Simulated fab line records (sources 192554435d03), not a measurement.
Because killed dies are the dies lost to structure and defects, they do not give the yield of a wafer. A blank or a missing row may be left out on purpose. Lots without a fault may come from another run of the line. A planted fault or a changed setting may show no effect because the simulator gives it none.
fab line records | flow n5-finfet
record lots=7 wafers=19 last-day=16
route steps=1938 shown BEOL_M10@1514 PASSIVATION@1936
lots that met no fault: from a run of the same line without faults
start-h: the number of hours between the record's first day and the start of the first shown wafer of the lot | wait-h: hours from the lot's prior step to this one | " same as the row above | L1.1+2: a row that stands for several wafers | - no value, or no start given | * or withheld: withheld | < > ~ a bound
route shown NAME@n: NAME is a module with steps in the file, n the number in the route of the first one | usual: the fault-free wafers' mean and standard deviation | same: alike in all rows | chamber/n: place in a boat | sites: the reading at each site | _std_site: how widely they spread, as a standard deviation | _edge_site: inner sites' mean taken away from outer sites' mean | radius-mm: for every site, how far away it sits from the centre of the wafer | mask NAME#n: copy n | behind: tool/chamber where the wafer was last shaped | hold: the reason the lot was held/the length of the hold in hours/how it ended | device: transistor that didn't switch, given as n, p or np | end of line: tests of these same wafers at the route's end | a step with no rows: only its recipe | killed: dies that structure and defects cost at the first sort, which is not the same as the wafer's yield | map: per-die view of a wafer (x killed, . not killed, _ where there is no die)
set.NAME: setting as actually run; set.NAME@STEP: the setting as run at that earlier step | model.NAME: the simulator's own value behind a step, which no gauge read
lots at some steps of the route; a table a step, a row a wafer
services: when a tool's chamber went out of use (start-h, in hours from the record's first day, below 0 if earlier), for how many hours, and the reason
## steps
# step N5_BEOL_M10_STRIP_77
# recipe chemistry=N2/H2 time-s=10 power-w=450 temp-c=40 pressure-mtorr=20 rf-frequency-hz=6e+07 bias-power-w=7 n2-flow-sccm=200 h2-flow-sccm=200
# usual drypump-motor-current-A=6.0/0.38 h2-flow-sccm=199.9/0.61 oes-product-au=0.79/0.085 rf-vpp-V=59.2/0.88 showerhead-plenum-p-Torr=2.55/0.075 throttle-valve-pct=23.8/0.38
# columns lot.wafer tool chamber start-h wait-h drypump-motor-current-A h2-flow-sccm oes-product-au rf-hours-counter-h rf-vpp-V showerhead-plenum-p-Torr throttle-valve-pct
L553.1 rie-diel-06 2 - - 5.9 200.2 0.94 7 58.5 2.49 23.5
L553.3 " 1 " " 6.6 199.8 0.92 24 60.8 2.59 23.2
L553.4 " 3 " " 5.5 200.0 0.71 203 58.5 2.54 24.3
L552.1 rie-diel-06 3 - - 5.6 199.7 0.71 204 60.4 2.54 24.3
L552.3 " 2 " " 5.9 199.2 0.93 8 59.3 2.49 23.5
L552.5 " 3 " " 5.6 199.5 0.70 - 58.1 2.54 24.3
L560.1 rie-diel-06 2 - - 5.9 199.8 0.91 23 57.7 2.48 23.5
L560.2 " 0 " " 6.1 200.7 0.82 61 59.1 2.68 23.7
L560.4 " 1 " " 6.6 199.2 0.90 39 60.4 2.58 23.2
L563.1 rie-diel-04 0 - - 6.0 200.9 0.68 229 58.6 2.40 23.7
L563.4 " 1 " " 6.6 201.5 0.70 - 59.7 2.63 23.9
L562.4 rie-diel-03 3 - - 5.9 200.6 0.71 229 57.3 2.53 24.2
L562.6 " 3 " " 5.9 199.8 0.71 - 60.1 2.53 24.3
L571.1 rie-diel-04 3 - - 6.3 200.4 0.92 19 57.6 2.60 23.0
L571.2 " 0 " " 6.0 200.1 0.67 245 59.0 2.39 23.7
L571.3 " 2 " " 5.5 200.5 0.77 113 57.2 2.45 23.7
L570.2 rie-diel-03 1 - - 5.5 199.9 0.68 241 60.0 2.60 23.7
L570.5 " 0 " " 6.5 200.2 0.83 - 60.8 2.59 24.5
L570.6 " 1 " " 5.5 200.2 0.67 - 59.7 2.60 23.7
# step N5_BEOL_M10_OCD_MEAS_38
# usual trench-depth-nm=147.6/2.4
# columns lot.wafer tool chamber start-h wait-h trench-depth-nm
L553.1 ocd-02 - 222.90 - 149.0
L553.3 " - " " 149.6
L553.4 " - " " 148.2
L552.1 ocd-02 - 226.77 - 145.5
L552.3 " - " " 147.4
L552.5 " - " " 145.5
L560.1 ocd-01 - 270.52 - 147.3
L560.2 " - " " 148.8
L560.4 " - " " 147.3
L563.1 ocd-02 - 280.09 - 142.2
L563.4 " - " " 143.8
L562.4 ocd-02 - 292.83 - 149.7
L562.6 " - " " 150.2
L571.1 ocd-01 - 331.14 - 148.7
L571.2 " - " " 143.5
L571.3 " - " " 150.3
L570.2 ocd-01 - 340.97 - 144.3
L570.5 " - " " 149.3
L570.6 " - " " 144.4
# step N5_BEOL_M10_HM_STRIP_39
# recipe chemistry=peroxide-tin-strip material=TiN target-depth-a=250 temp-c=50 time-s=158
# step N5_BEOL_M10_SRD_40
# recipe time-s=30 temp-c=23 rinse-liquid=diw dry=ipa-marangoni
# step N5_BEOL_M10_PRECLEAN_42
# recipe chemistry=residue-remover time-s=60 temp-c=40
# step N5_BEOL_M10_SRD_43
# recipe time-s=30 temp-c=23 rinse-liquid=diw dry=ipa-marangoni
# step N5_BEOL_M10_CD_MEAS_35
# recipe target-cd-nm=70 polarity=opening
# usual cd-nm=70.2/0.77
# columns lot.wafer tool chamber start-h wait-h cd-nm
L553.1 cd-sem-03 - 223.06 0.0 70.6
L553.3 " - " " 70.4
L553.4 " - " " 70.7
L552.1 cd-sem-03 - 226.92 0.0 70.8
L552.3 " - " " 69.5
L552.5 " - " " 70.0
L560.1 cd-sem-02 - 270.68 0.0 69.4
L560.2 " - " " 70.4
L560.4 " - " " 69.6
L563.1 cd-sem-01 - 280.24 0.0 70.9
L563.4 " - " " 69.0
L562.4 cd-sem-03 - 292.99 0.0 69.6
L562.6 " - " " 71.8
L571.1 cd-sem-02 - 331.29 0.0 70.6
L571.2 " - " " 69.7
L571.3 " - " " 68.7
L570.2 cd-sem-01 - 341.12 0.0 70.7
L570.5 " - " " 69.8
L570.6 " - " " 69.2
# step N5_BEOL_M10_CURE_72
# recipe temp-c=370 time-s=120 ambient=DMADMS/He material=SiCOH_lowk
# step N5_BEOL_M10_DEGAS_44
# recipe ambient=vacuum temp-c=250 time-s=60
# usual heater-power-w=319/31
# columns lot.wafer tool chamber start-h wait-h heater-power-w
L553.1 pvd-sputter-01 - 223.54 0.4 341
L553.3 " - " " 306
L553.4 " - " " 361
L552.1 pvd-sputter-03 - 227.69 0.6 313
L552.3 " - " " 301
L552.5 " - " " 328
L560.1 pvd-sputter-03 - 272.59 1.8 331
L560.2 " - " " 320
L560.4 " - " " 299
L563.1 pvd-sputter-01 - 281.85 1.3 269
L563.4 " - " " 334
L562.4 pvd-sputter-03 - 293.60 0.2 290
L562.6 " - " " 326
L571.1 pvd-sputter-01 - 332.14 0.8 330
L571.2 " - " " 275
L571.3 " - " " 305
L570.2 pvd-sputter-03 - 341.80 0.5 333
L570.5 " - " " 331
L570.6 " - " " 295
# step N5_BEOL_M10_PRE_CLEAN_45
# recipe gas=H2/He time-s=30 temp-c=250
# usual heater-power-w=319/32
# columns lot.wafer tool chamber start-h wait-h heater-power-w
L553.1 pvd-sputter-01 - 223.59 0.0 332
L553.3 " - " " 302
L553.4 " - " " 362
L552.1 pvd-sputter-03 - 227.73 0.0 316
L552.3 " - " " 300
L552.5 " - " " 318
L560.1 pvd-sputter-03 - 272.63 0.0 320
L560.2 " - " " 313
L560.4 " - " " 297
L563.1 pvd-sputter-01 - 281.89 0.0 273
L563.4 " - " " 327
L562.4 pvd-sputter-03 - 293.64 0.0 279
L562.6 " - " " 322
L571.1 pvd-sputter-01 - 332.18 0.0 333
L571.2 " - " " 271
L571.3 " - " " 306
L570.2 pvd-sputter-03 - 341.84 0.0 332
L570.5 " - " " 332
L570.6 " - " " 304
# step N5_BEOL_M10_ALD_74
# recipe material=TaN target-thk-a=20 temp-c=275 ald-precursor-family=PDMAT ald-co-reactant=NH3 pressure-torr=3 carrier-flow-sccm=1500 pulse-time-s=2 purge-time-s=3 co-reactant-purge-time-s=2 co-reactant-pulse-time-s=3 ald-cycles=40 precursor-vessel-temp-c=75 precursor-vessel-pressure-torr=26.25 precursor-vessel-carrier-sccm=1000
# step N5_BEOL_M10_SURFACE_TREAT_76
# recipe gas=Ar time-s=* ion-energy-ev=* ion-current-ma-cm2=0.5 pressure-mtorr=* ar-flow-sccm=30
# usual throttle-valve-pct=*
# columns lot.wafer tool chamber start-h wait-h throttle-valve-pct
L553.1 pvd-sputter-03 - 224.17 0.4 *
L553.3 " - " " *
L553.4 " - " " *
L552.1 pvd-sputter-02 - 228.48 0.5 *
L552.3 " - " " *
L552.5 " - " " *
L560.1 pvd-sputter-03 - 273.07 0.2 *
L560.2 " - " " *
L560.4 " - " " *
L563.1 pvd-sputter-01 - 282.25 0.2 *
L563.4 " - " " *
L562.4 pvd-sputter-03 - 294.06 0.2 *
L562.6 " - " " *
L571.1 pvd-sputter-01 - 332.58 0.2 *
L571.2 " - " " *
L571.3 " - " " *
L570.2 pvd-sputter-01 - 342.19 0.2 *
L570.5 " - " " *
L570.6 " - " " *
# step N5_BEOL_M10_CVD_75
# recipe material=Co target-thk-a=20 temp-c=withheld precursor=CCTBA/H2 pressure-torr=30 time-s=138.9
# usual run-length-s=161.5/0.49
# columns lot.wafer tool chamber start-h wait-h run-length-s
L553.1 cvd-co-02 0 224.29 0.1 161.9
L553.3 " 1 " " 161.7
L553.4 " 2 " " 161.3
L552.1 cvd-co-01 0 228.68 0.2 161.7
L552.3 " 1 " " 161.1
L552.5 " 2 " " 160.4
L560.1 cvd-co-02 0 273.13 0.0 162.1
L560.2 " 1 " " 161.3
L560.4 " 2 " " 126.4
L563.1 cvd-co-02 2 282.31 0.0 161.7
L563.4 " 1 " " 126.9
L562.4 cvd-co-02 2 294.25 0.2 127.0
L562.6 " 1 " " 161.3
L571.1 cvd-co-01 2 332.64 0.0 160.4
L571.2 " 0 " " 161.3
L571.3 " 1 " " 161.4
L570.2 cvd-co-01 1 342.27 0.1 162.1
L570.5 " 2 " " 161.0
L570.6 " 0 " " 161.3
# step N5_BEOL_M10_SPUTTER_48
# recipe material=Cu target-thk-a=120 temp-c=-20 bias-v=60 power-w=26000 chamber-pressure-pa=0.13 time-s=2
# usual throttle-valve-pct=29.9/1
# columns lot.wafer tool chamber start-h wait-h throttle-valve-pct
L553.1 pvd-sputter-03 - 224.51 0.2 29.7
L553.3 " - " " 28.7
L553.4 " - " " 31.3
L552.1 pvd-sputter-02 - 228.86 0.1 30.5
L552.3 " - " " 30.6
L552.5 " - " " 30.3
L560.1 pvd-sputter-02 - 273.30 0.1 30.4
L560.2 " - " " 30.5
L560.4 " - " " 30.4
L563.1 pvd-sputter-02 - 282.42 0.1 30.4
L563.4 " - " " 30.4
L562.4 pvd-sputter-01 - 294.41 0.1 30.4
L562.6 " - " " 31.0
L571.1 pvd-sputter-01 - 332.76 0.1 30.5
L571.2 " - " " 30.1
L571.3 " - " " 30.5
L570.2 pvd-sputter-01 - 342.38 0.1 29.7
L570.5 " - " " 30.4
L570.6 " - " " 30.1
# step N5_PASSIVATION_PROBE_49
# usual defect-limited-yield=91.2/1.5 killed_at_M0_to_M3=31/10 killed_at_M4_up=15/5.9 killed-at-contacts=13/6 killed-at-front-end=41/11 killed-at-other=4/3.1 killed-dies=104/18 killed-open=68/13 killed-short=33/8.1 sort_bin_5_function=5.1/1.1 sort_bin_6_memory=3.2/0.69 sort-n-pass=1076/18 sort-yield-pct=91.2/1.5
# same gross-dies=1180 killed-at-back-side=0 sort_bin_4_leakage[%]=0 sort_bin_8_speed[%]=0
# columns lot.wafer tool chamber start-h wait-h defect-limited-yield[%] killed_at_M0_to_M3 killed_at_M4_up killed-at-contacts killed-at-front-end killed-at-other killed-dies killed-open killed-short sort_bin_5_function[%] sort_bin_6_memory[%] sort-n-pass sort-yield-pct[%]
L553.1 prober-02 - 275.47 0.9 91.7 29 17 8 37 7 98 61 37 4.9 3.1 1082 91.7
L553.3 prober-02 - 275.57 1.0 92.4 23 15 14 35 3 90 64 26 5.1 2.3 1090 92.4
L553.4 prober-02 - 275.62 1.0 92.7 18 20 10 33 5 86 55 31 3.9 3.1 1094 92.7
L560.1 prober-02 - 324.38 0.0 92.4 32 10 15 28 5 90 59 29 4.8 2.4 1090 92.4
L560.2 prober-02 - 324.43 0.1 93.8 25 11 7 25 5 73 40 22 3.4 2.0 1107 93.8
L560.4 prober-02 - 324.53 0.2 89.7 42 13 19 44 4 122 76 34 6.4 3.1 1058 89.7
L563.4 prober-01 - 329.73 0.2 90.6 25 19 4 51 12 111 62 48 5.4 3.4 1069 90.6
L562.4 prober-01 - 342.81 1.0 90.0 46 10 3 58 1 118 76 41 5.8 3.7 1062 90.0
L562.6 prober-01 - 342.91 1.1 91.5 33 14 10 40 3 100 67 32 5.3 2.8 1080 91.5
# killed by level:class
L553.1 FIN_SAQP:geometric-particle:open=19 MOL_CONTACT_COAG:geometric-particle:open=7 BEOL_M4:geometric-particle:open=7 BEOL_M3:geometric-particle:open=7 BEOL_M4:geometric-particle:short=7 FIN_SAQP:geometric-particle:short=6 BEOL_M0_SAQP:geometric-particle:short=6 BEOL_M0_SAQP:geometric-particle:open=6
L553.3 MOL_CONTACT_COAG:geometric-particle:open=11 FIN_SAQP:geometric-particle:open=10 FIN_SAQP:geometric-particle:short=9 BEOL_M3:geometric-particle:open=8 BEOL_M4:geometric-particle:open=6 STI_FIN_REVEAL:geometric-particle:open=5 MOL_CONTACT_COAG:geometric-particle:short=3 BEOL_M0_SAQP:geometric-particle:open=3
L553.4 BEOL_M3:geometric-particle:open=8 BEOL_M4:geometric-particle:open=7 FIN_SAQP:geometric-particle:open=6 MOL_CONTACT_COAG:geometric-particle:open=6 STARTING-WAFER:geometric-particle:short=6 FIN_SAQP:geometric-particle:short=4 MOL_CONTACT_COAG:geometric-particle:short=4 STARTING-WAFER:geometric-particle:open=4
L560.1 MOL_CONTACT_COAG:geometric-particle:open=9 BEOL_M2:geometric-particle:open=9 FIN_SAQP:geometric-particle:open=7 MOL_CONTACT_COAG:geometric-particle:short=6 BEOL_M3:geometric-particle:open=6 BEOL_M0_SAQP:geometric-particle:open=5 BEOL_M0_SAQP:geometric-particle:short=4 BEOL_M2:geometric-particle:short=4
L560.2 HKMG_FIN:area-etch=8 MOL_CONTACT_COAG:geometric-particle:open=7 BEOL_M2:geometric-particle:open=6 BEOL_M3:geometric-particle:open=6 FIN_SAQP:geometric-particle:open=4 FIN_SAQP:geometric-particle:short=4 BEOL_M4:geometric-particle:open=4 BEOL_M0_SAQP:geometric-particle:open=3
L560.4 BEOL_M2:geometric-particle:open=14 MOL_CONTACT_COAG:geometric-particle:open=13 FIN_SAQP:geometric-particle:open=11 BEOL_M0_SAQP:geometric-particle:open=10 HKMG_FIN:area-etch=9 BEOL_M3:geometric-particle:open=7 MOL_CONTACT_COAG:geometric-particle:short=6 STARTING-WAFER:geometric-particle:short=6
L563.4 FIN_SAQP:geometric-particle:short=19 BEOL_M4:geometric-particle:open=13 FIN_SAQP:geometric-particle:open=10 BEOL_M0:geometric-particle:open=8 GATE_CUT:geometric-particle:short=7 ILD0:geometric-particle:open=5 STI_FIN_REVEAL:geometric-particle:open=4 BEOL_M1:geometric-particle:open=4
L562.4 FIN_SAQP:geometric-particle:open=21 BEOL_M2:geometric-particle:open=19 BEOL_M0_SAQP:geometric-particle:short=10 FIN_SAQP:geometric-particle:short=8 STI_FIN_REVEAL:geometric-particle:open=4 DUMMY_GATE:geometric-particle:open=4 GATE_CUT:geometric-particle:short=4 BEOL_M1:geometric-particle:open=4
L562.6 FIN_SAQP:geometric-particle:open=10 STI_FIN_REVEAL:geometric-particle:open=8 BEOL_M0_SAQP:geometric-particle:short=8 MOL_CONTACT_COAG:geometric-particle:open=7 BEOL_M2:geometric-particle:open=7 FIN_SAQP:geometric-particle:short=6 BEOL_M3:geometric-particle:open=6 BEOL_M0_SAQP:geometric-particle:open=6
## services
# columns tool chamber start-h hours kind
rie-diel-03 1 203.54 3.0 repair
cvd-co-02 - 209.48 1.7 repair
cvd-co-01 2 213.79 12.7 repair
cvd-co-02 0 215.00 7.3 repair
rie-diel-06 - 225.12 1.1 repair
cvd-co-01 - 234.55 6.9 pm
rie-diel-04 3 261.32 - clean
rie-diel-04 3 261.32 - consumable-replace:focus-ring
rie-diel-04 3 261.32 18.6 scheduled-down
rie-diel-04 3 261.32 18.6 vent-cycle
cvd-co-02 1 266.42 5.5 repair
cvd-co-01 - 271.69 0.7 repair
rie-diel-04 - 273.17 0.6 repair
cvd-co-02 - 293.14 0.9 repair
rie-diel-04 1 300.68 13.4 repair
rie-diel-04 0 318.84 5.6 repair
rie-diel-06 3 325.95 5.6 repair
cvd-co-02 1 333.33 - clean
cvd-co-02 1 333.33 22.0 scheduled-down
cvd-co-02 1 333.33 22.0 vent-cycle
rie-diel-04 1 335.80 - clean
rie-diel-04 1 335.80 - consumable-replace:focus-ring
rie-diel-04 1 335.80 14.1 scheduled-down
rie-diel-04 1 335.80 14.1 vent-cycle
## key
first-sign step=N5_BEOL_M10_CVD_75 reading=run-length-s direction=down sigmas=70 usual=* struck=*
effect none on later readings
met-at N5_BEOL_M10_CVD_75
struck-wafers L560.4,L562.4,L563.4
onset-between 224.29 273.13
fault kind=process-parameter-drift tool=cvd-co-02 chamber=- onset-h=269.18 steps=N5_BEOL_M10_CVD_75 channel=time-s offset=* shape=step end-h=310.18 scope=struck-wafers-only acts-in=* stated=*
